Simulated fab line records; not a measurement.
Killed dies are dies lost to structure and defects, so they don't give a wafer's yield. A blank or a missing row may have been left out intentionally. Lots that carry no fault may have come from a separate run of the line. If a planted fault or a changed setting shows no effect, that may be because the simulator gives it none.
Which tool is to blame?	flow nandHarc	13 lots, 39 wafers sampled, at 5 steps of a route of 1302

## WHAT EACH GAUGE READ, for each wafer
NHARC_P_GATE_INSPECT_28.
lot	measured	on	rawDefectCount
L378	day 4 23:49	defectInspect-02	6 8 8
L382	day 6 16:18	defectInspect-02	4 5 7
L391	day 10 07:15	defectInspect-02	3 6 5
L393	day 11 04:32	defectInspect-01	4 9 5
L392	day 11 04:43	defectInspect-01	5 2 9
L394	day 11 21:32	defectInspect-01	9 9 1
L395	day 12 08:46	defectInspect-01	7 6 10
L396	day 12 11:41	defectInspect-01	4 4 4
L397	day 13 01:05	defectInspect-02	6 4 12
L398	day 13 09:23	defectInspect-02	4 2 2
L399	day 13 14:26	defectInspect-02	8 6 11
L400	day 14 09:08	defectInspect-02	11 6 3
L401	day 14 12:54	defectInspect-01	5 7 5

NHARC_P_GATE_CD_MEAS_46: the cd target is 720 nm.
lot	measured	on	cdNm (nm)
L378	day 5 13:14	cdSem-02	720.8 721.1 720.8
L382	day 7 04:09	cdSem-03	716.0 717.0 719.0
L391	day 10 19:06	cdSem-03	722.4 718.8 718.5
L393	day 11 16:20	cdSem-02	723.1 720.0 718.9
L392	day 11 16:40	cdSem-03	719.9 715.8 714.5
L394	day 12 09:19	cdSem-02	715.7 719.5 717.3
L395	day 12 20:38	cdSem-01	720.3 717.5 718.1
L396	day 12 23:33	cdSem-01	722.9 721.9 724.6
L397	day 13 12:50	cdSem-03	724.4 721.0 718.6
L398	day 13 21:31	cdSem-01	719.9 719.9 717.6
L399	day 14 02:13	cdSem-03	720.1 719.0 721.7
L400	day 14 21:01	cdSem-03	718.6 717.8 719.4
L401	day 15 00:47	cdSem-03	718.0 719.0 716.6

NHARC_P_GATE_CD_MEAS_59: the cd target is 720 nm.
lot	measured	on	cdNm (nm)
L378	day 5 15:00	cdSem-01	720.1 721.1 723.6
L382	day 7 05:47	cdSem-02	784.1 785.6 786.2
L391	day 10 20:43	cdSem-02	719.1 717.9 716.3
L393	day 11 17:59	cdSem-02	716.6 718.6 716.4
L392	day 11 18:29	cdSem-03	715.7 721.4 720.6
L394	day 12 11:08	cdSem-01	716.8 719.1 715.2
L395	day 12 22:17	cdSem-02	718.8 720.3 718.6
L396	day 13 01:12	cdSem-01	716.9 715.7 718.6
L397	day 13 14:36	cdSem-02	718.4 718.7 714.9
L398	day 13 23:11	cdSem-01	724.9 719.2 715.9
L399	day 14 03:52	cdSem-03	721.4 719.6 719.9
L400	day 14 22:45	cdSem-02	717.6 719.4 718.6
L401	day 15 02:32	cdSem-02	718.7 720.8 721.2

## TOOL THAT RAN EACH LOT (tool first, then ch and the chambers of the sampled wafers, then the start)
lot	NHARC_P_GATE_STRIP_111	NHARC_P_GATE_EXPOSE_56
L378	plasmaAsher-02 ch 0,1, day 5 13:46	krfScanner-04 ch 0, day 5 14:50
L382	plasmaAsher-01 ch 0,1, day 7 04:41	krfScanner-01 ch 0, day 7 05:38
L391	plasmaAsher-02 ch 0,1, day 10 19:40	krfScanner-04 ch 0, day 10 20:34
L393	plasmaAsher-01 ch 0,1, day 11 17:02	krfScanner-04 ch 0, day 11 17:50
L392	plasmaAsher-01 ch 0,1, day 11 17:21	krfScanner-01 ch 0, day 11 18:19
L394	plasmaAsher-02 ch 0,1, day 12 09:54	krfScanner-04 ch 0, day 12 10:58
L395	plasmaAsher-01 ch 1, day 12 21:13	krfScanner-04 ch 0, day 12 22:07
L396	plasmaAsher-02 ch 0,1, day 13 00:11	krfScanner-04 ch 0, day 13 01:03
L397	plasmaAsher-01 ch 0, day 13 13:22	krfScanner-03 ch 0, day 13 14:26
L398	plasmaAsher-01 ch 0,1, day 13 22:04	krfScanner-03 ch 0, day 13 23:01
L399	plasmaAsher-01 ch 0,1, day 14 02:54	krfScanner-03 ch 0, day 14 03:43
L400	plasmaAsher-02 ch 0,1, day 14 21:42	krfScanner-03 ch 0, day 14 22:35
L401	plasmaAsher-02 ch 0,1, day 15 01:21	krfScanner-01 ch 0, day 15 02:22
- NHARC_P_GATE_STRIP_111: strips in N2/H2, time 250 s.
- NHARC_P_GATE_EXPOSE_56: exposes mask P PSD, target cd 720 nm.

## WHAT THE TOOLS THEMSELVES READ (means of the sampled wafers that have a number; where no wafer has one, the mark that the record gives instead)
NHARC_P_GATE_STRIP_111.
lot	tool	drypumpMotorCurrentA (A)	heaterPowerW (W)	rfReflPowerW (W)
L378	plasmaAsher-02	5.6	92	20
L382	plasmaAsher-01	5.9	86	17
L391	plasmaAsher-02	5.8	95	17
L393	plasmaAsher-01	5.9	88	17
L392	plasmaAsher-01	5.9	88	17
L394	plasmaAsher-02	5.8	93	17
L395	plasmaAsher-01	6.0	79	13
L396	plasmaAsher-02	5.8	92	18
L397	plasmaAsher-01	5.4	104	24
L398	plasmaAsher-01	5.9	89	16
L399	plasmaAsher-01	5.6	96	20
L400	plasmaAsher-02	5.7	92	17
L401	plasmaAsher-02	5.6	91	19

NHARC_P_GATE_EXPOSE_56.
lot	tool	exposureDoseMJCm2
L378	krfScanner-04	14.806
L382	krfScanner-01	14.808
L391	krfScanner-04	14.820
L393	krfScanner-04	14.804
L392	krfScanner-01	14.805
L394	krfScanner-04	14.817
L395	krfScanner-04	14.824
L396	krfScanner-04	14.822
L397	krfScanner-03	14.784
L398	krfScanner-03	14.791
L399	krfScanner-03	14.809
L400	krfScanner-03	14.829
L401	krfScanner-01	14.808

## THE ANSWER, worked out from the rows above alone
Rule: the lots themselves supply what counts as usual. Put in order of their means at a reading, lots are off if they are a third of the lots or fewer, leave a main group of 4 or more, and stand apart from it by a gap of 3 or more times the standard deviation of the main group's means; of several such gaps the widest counts. A main group whose means are all the same, to the digits that the tables above print for the reading, isn't used. A lot without any number at a reading at which 4 lots or more have one is off too. All remaining lots with rows at the step are treated as sound. After the gauges, taken in route order, come the tools' own readings; for these a lot's mean is taken, as printed above. At the first step where some lot is off, the reading lying furthest off is the one used; lots without a number count as furthest.
Off, at NHARC_P_GATE_CD_MEAS_59 on cdNm: L382. For the main group the mean is 718.8 nm and the standard deviation 1.5.
A tool fits if, at a process step before that reading, it ran every lot that is off, and no sound lot after the first of them. Gauges at NHARC_P_GATE_CD_MEAS_59: tried the same way as those tools. None of those tried fits.

## WHAT THE SIMULATOR PUT IN
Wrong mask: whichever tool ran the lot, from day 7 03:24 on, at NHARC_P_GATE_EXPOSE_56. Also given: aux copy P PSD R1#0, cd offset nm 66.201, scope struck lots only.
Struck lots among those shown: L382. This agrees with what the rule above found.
